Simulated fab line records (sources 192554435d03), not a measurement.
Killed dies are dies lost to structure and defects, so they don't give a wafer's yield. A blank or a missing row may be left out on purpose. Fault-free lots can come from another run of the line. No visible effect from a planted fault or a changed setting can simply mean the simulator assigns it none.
Split-lot experiment    flow n5 finfet    21 wafers read from 7 lots, route of 1938 steps

THE SPLIT ITSELF
At N5_BEOL_M14_SPUTTER_44 (material Ta, target thk 15 nm, time 24.19 s), the setting power w was moved away from the recipe's 15000 W on 7 of the 21 wafers read, by -9.9% to +9.5%. All remaining wafers had this setting at the recipe value.

The split's own step is where the reading is taken.

THE READING
Ta_of_BEOL_M14_SPUTTER_44.thk nm (the simulator's own value, which no gauge read), in nm, at N5_BEOL_M14_SPUTTER_44 (material Ta, target thk 15 nm, time 24.19 s). The file gives no usual value for it. Across the 14 wafers here that went through the recipe, the average is 15.1 nm and the standard deviation 0.16 nm.

wafer   tool, chamber at the split  power w as run, W  against the recipe  Ta_of_BEOL_M14_SPUTTER_44.thk nm, nm  against lot-mates on the recipe
L077.1  pvd sputter-01, -           13520              -9.9%               13.4                                  no lot-mate on the recipe
L077.2  pvd sputter-01, -           13520              -9.9%               13.4                                  no lot-mate on the recipe
L077.6  pvd sputter-01, -           13520              -9.9%               13.6                                  no lot-mate on the recipe
L080.1  pvd sputter-03, -           15000              recipe              15.2                                  -
L080.3  pvd sputter-03, -           15000              recipe              15                                    -
L080.4  pvd sputter-03, -           14060              -6.3%               14.2                                  -0.9
L081.1  pvd sputter-01, -           15000              recipe              15                                    -
L081.6  pvd sputter-01, -           15000              recipe              15                                    -
L081.4  pvd sputter-01, -           15000              recipe              14.8                                  -
L086.1  pvd sputter-03, -           15000              recipe              15.2                                  -
L086.3  pvd sputter-03, -           16420              +9.5%               16.4                                  +1.4
L086.5  pvd sputter-03, -           15000              recipe              14.8                                  -
L090.2  pvd sputter-03, -           15000              recipe              15.4                                  -
L090.3  pvd sputter-03, -           13980              -6.8%               14.4                                  -1.0
L090.5  pvd sputter-03, -           13980              -6.8%               14.4                                  -1.0
L092.2  pvd sputter-03, -           15000              recipe              15                                    -
L092.4  pvd sputter-03, -           15000              recipe              15                                    -
L092.6  pvd sputter-03, -           15000              recipe              15                                    -
L096.1  pvd sputter-02, -           15000              recipe              15.2                                  -
L096.2  pvd sputter-02, -           15000              recipe              15.2                                  -
L096.6  pvd sputter-02, -           15000              recipe              15.2                                  -

THE FIT
A straight line over all 21 wafers: Ta_of_BEOL_M14_SPUTTER_44.thk nm changes by +0.146 nm for each +1% of power w; r = +0.97; the points scatter about the line by 0.19 nm.
The same after taking each lot's own level away (the mean of its wafers on the recipe; 18 wafers): +0.147 nm for each +1%; r = +0.99; scatter 0.089 nm.
The reading moves by 1.4 nm for the largest change in power w, on that fit.
Across the lots, their own levels run from 14.93 to 15.40 nm, a range of 2.9 times the standard deviation given above.
Consequently the slope shifts little with the lot-to-lot level, the two slopes agreeing.
Check: +1.38 nm against its lot-mates is what the line predicts for one of the wafers moved furthest among these (+9.5%) when that wafer is left out of the fit. Against them it came out at +1.4 nm.

THESE WAFERS: OTHER SPLITS
Before the reading, these wafers also passed through other splits. Each is held against what the fit with the lots' levels taken away leaves over:
other split on the same wafers     wafers away from the commonest value  r with Ta_of_BEOL_M14_SPUTTER_44.thk nm (lot level and that fit taken away)
N5_BEOL_M11_COAT_22 spin rpm       6                                     +0.05
N5_BEOL_M12_SPUTTER_44 time s      8                                     -0.06
N5_BEOL_M13_TRENCH_ETCH_34 time s  13                                    +0.00
N5_BEOL_M13_SPUTTER_45 power w     9                                     -0.25
N5_BEOL_M14_TRENCH_ETCH_34 time s  8                                     -0.20

FILE'S OWN FIT
Ta_of_BEOL_M14_SPUTTER_44.thk nm changes by +0.147 nm for each +1% of power w, r = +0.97.
